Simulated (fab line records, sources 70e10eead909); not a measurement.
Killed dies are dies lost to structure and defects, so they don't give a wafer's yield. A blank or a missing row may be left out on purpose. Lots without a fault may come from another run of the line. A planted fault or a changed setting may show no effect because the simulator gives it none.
A struck lot beside a sound one | flow nand_harc | 11 steps out of a route of 1302
Sound: wafers L992.2, L992.3, L992.4. Struck: wafers L999.2, L999.5, L999.6. The cause comes at the end.
At each step with rows: each side's tool, then ch and its chambers, then its first start. Under that, the readings that differ: sound wafers | struck wafers | difference of the means | sigmas: that difference in standard deviations of wafers without a fault.
alike: readings whose means differ by less than 2 such deviations, and words and numbers that are the same on both sides. not compared: withheld readings, readings that some wafer has no value for, bounds like >300 that may hide the same value, and numbers for which the record gives no deviation and whose values overlap.
The two part at a step that has a row with sigmas, a row that says differs or no value, or rows on one side only. Numbers that don't overlap but have no deviation are shown without sigmas and don't part them. A reading that every wafer of one side lacks parts them only if that side has two wafers or more.

first, 1 step without rows for these wafers: NHARC_A_WL_FILL_CVD_23 (deposits poly-Si, target thk 40 nm, time 800 s).
NHARC_A_WL_FILL_ETCHBACK_26: etches the open film in HBr, target depth 52 nm, time 13.3 s.
  sound on rie_si-02 ch 0,2,3, day 21 10:45; struck on rie_si-01 ch 0,1,2, day 23 17:20
  alike: chamber_pressure_mTorr, drypump_motor_current_A, hbr_flow_sccm, oes_product_au, throttle_valve_pct
  not compared: rf_hours_counter_h
then, 2 steps without rows for these wafers: NHARC_A_WL_FILL_PRECLEAN_30 (cleans in dHF, time 10 s); NHARC_A_WL_FILL_SRD_14.
NHARC_A_WL_FILL_ALD_19: deposits TiN, target thk 2 nm, pulse time 3 s, ald cycles 100.
  sound on ald_metal-04 ch 0,1,3, day 21 11:01; struck on ald_metal-03 ch 0,1, day 23 17:34
  alike: heater_power_outer_w, heater_power_w, precursor_pulse_height_rel
NHARC_A_WL_FILL_CVD_20: deposits W, target thk 100 nm, time 74 s.
  sound on cvd_w-01 ch 0,1; struck on cvd_w-02 ch 0,1
  alike: heater_power_outer_w, heater_power_w, mfc_wf6_sccm, throttle_valve_pct
NHARC_A_WL_FILL_CMP_12: polishes, t overpolish 30 s, target thk 100 nm.
  sound on cmp-04 ch 1,2,3, day 21 11:23; struck on cmp-02 ch 0,1,2, day 23 17:59
  alike: motor_current_A, overpolish_run_s, time_to_endpoint_s
then, 1 step without rows for these wafers: NHARC_A_WL_FILL_SRD_31.
NHARC_A_WL_FILL_INSPECT_15:
  sound on defect_inspect-02, day 21 11:52; struck on defect_inspect-02, day 23 18:26
  alike: raw_defect_count
NHARC_A_CONTACT_DEP_24: deposits SiO2, target thk 500 nm.
  sound on pecvd-04 ch 0,1, day 21 11:56; struck on pecvd-04 ch 0,1,2, day 23 18:34
  reading            | sound             | struck               | difference | sigmas
  rf_fwd_power_W (W) | 899.4 897.6 896.4 | 1007.8 1004.3 1005.9 | +108.2     | +42
  alike: heater_power_outer_w, heater_power_w, throttle_valve_pct
-- the record jumps here: 3 days lie between the struck wafers' starts before and after (it left off in module A_CONTACT and takes up again in module END, whose first step shown is number 1302 of the route) --
NHARC_END_SORT_01:
  the record has rows for the struck wafers here (prober-02 ch 0, day 27 04:25) and none for the sound ones

WHERE THEY PART
First at NHARC_A_CONTACT_DEP_24; last, within this record, at NHARC_END_SORT_01.

WHY: what the simulator had put in
Process parameter drift: pecvd-04, from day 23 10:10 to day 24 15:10, at NHARC_A_CONTACT_DEP_24. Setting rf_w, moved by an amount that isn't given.
